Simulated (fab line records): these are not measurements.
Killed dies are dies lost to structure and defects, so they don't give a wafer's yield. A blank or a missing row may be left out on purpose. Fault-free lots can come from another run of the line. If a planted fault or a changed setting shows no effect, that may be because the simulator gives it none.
Struck lot and sound lot, side by side    flow nand-harc    14 steps out of a route of 1302
Sound: the wafers L366.3, L366.4, L366.6. Struck: wafer L381.3. (L381.2, L381.4 of the same lot were not struck and are left out.) The cause comes at the end.
Per side, at each step with rows, come the tool, then ch with its chambers, and then its first start. Under that, the readings that differ: sound wafers    struck wafers    difference of the means    sigmas: that difference in standard deviations of wafers without a fault.
alike: readings with means less than 2 such deviations apart, plus words and numbers identical on both sides. not compared: withheld readings, readings lacking a value on some wafer, bounds such as >300 that could conceal the same value, and numbers that have no deviation in the record and whose values overlap.
A row with sigmas, a row that says differs or no value, or rows on one side alone: a step with any of these is where the two part. Non-overlapping numbers with no deviation appear without sigmas and do not part them. Lack of a reading on every wafer of one side parts them only where that side has two or more wafers.

first, 1 step without rows for these wafers: NHARC_P_CONTACT_ETCH_35 (etches the open film in CF4, target depth 39 nm, time 65 s).
NHARC_P_CONTACT_ETCH_36: etches the open film in N2/H2, target depth 260 nm, time 406.25 s.
  sound on rie-diel-09 ch 1,2; struck on rie-diel-03 ch 1
reading                 sound                 struck  difference  sigmas
throttle-valve-pct (%)  14.160 14.173 14.161  14.197  +0.032      +3
  alike: bias-w, chamber-pressure-mTorr, drypump-motor-current-A, oes-product-au, rf-vpp-V, showerhead-plenum-p-Torr
  not compared: rf-hours-counter-h
NHARC_P_CONTACT_ETCH_18: etches the open film in C4F8/O2/Ar, target depth 481 nm, time 240.5 s.
  sound on rie-diel-09 ch 0,2,3; struck on rie-diel-03 ch 2
  alike: bias-w, chamber-pressure-mTorr, oes-product-au, rf-vpp-V
  not compared: rf-hours-counter-h
then, 1 step without rows for these wafers: NHARC_P_CONTACT_STRIP_37 (strips in C4F8/O2/Ar).
NHARC_P_CONTACT_ETCH_31: etches the open film in CH3F/O2, target depth 30 nm, time 85.7 s.
  sound on rie-diel-09 ch 0,1,3; struck on rie-diel-03 ch 2
  alike: bias-w, chamber-pressure-mTorr, drypump-motor-current-A, oes-product-au, rf-vpp-V, showerhead-plenum-p-Torr, throttle-valve-pct
  not compared: rf-hours-counter-h
NHARC_P_CONTACT_CD_MEAS_19:
  sound on cd-sem-03, day 6 17:53; struck on cd-sem-03, day 13 04:59
  alike: cd-nm
NHARC_P_CONTACT_STRIP_28: strips in O2.
  sound on rie-diel-07 ch 0,2,3, day 6 17:57; struck on rie-diel-09 ch 1, day 13 05:04
  alike: chamber-pressure-mTorr, drypump-motor-current-A, oes-product-au, rf-vpp-V, showerhead-plenum-p-Torr, throttle-valve-pct
  not compared: rf-hours-counter-h
then, 3 steps without rows for these wafers: NHARC_P_CONTACT_STRIP_29 (strips in post etch residue remover, time 1200 s); NHARC_P_CONTACT_DEGAS_38 (time 60 s); NHARC_P_CONTACT_PRE_CLEAN_39 (time 19.5 s).
NHARC_P_CONTACT_PVD_32: deposits Ti, target thk 5 nm, time 17.7 s.
  sound on pvd-sputter-02; struck on pvd-sputter-01
reading                 sound           struck  difference  sigmas
throttle-valve-pct (%)  30.2 30.6 30.6  28.1    -2.4        -2
  alike: cathode-dc-power-W
then, 1 step without rows for these wafers: NHARC_P_CONTACT_ALD_22 (deposits TiN, target thk 3 nm, pulse time 1 s, ald cycles 150).
NHARC_P_CONTACT_CVD_23: deposits W, target thk 200 nm, time 557 s.
  sound on cvd-w-02 ch 0,1, day 6 19:13; struck on cvd-w-01 ch 0, day 13 06:11
reading                 sound        struck  difference  sigmas
heater-power-w (W)      462 464 466  421     -43         -3
throttle-valve-pct (%)  7.5 7.7 7.8  8.6     +0.9        +3
  alike: mfc-h2-sccm
NHARC_P_CONTACT_CMP_24: polishes, t overpolish 30 s, target thk 200 nm.
  sound on cmp-01 ch 0,1,3, day 6 19:44; struck on cmp-01 ch 3, day 13 06:52
reading                 sound     struck  difference  sigmas
time-to-endpoint-s (s)  41 42 47  68      +25         +8
  alike: motor-current-A, overpolish-run-s, slurry-flow-ml-min

== WHERE THEY PART ==
At NHARC_P_CONTACT_ETCH_36 first; at NHARC_P_CONTACT_CMP_24 last (within this record only).

WHY: what the simulator had put in
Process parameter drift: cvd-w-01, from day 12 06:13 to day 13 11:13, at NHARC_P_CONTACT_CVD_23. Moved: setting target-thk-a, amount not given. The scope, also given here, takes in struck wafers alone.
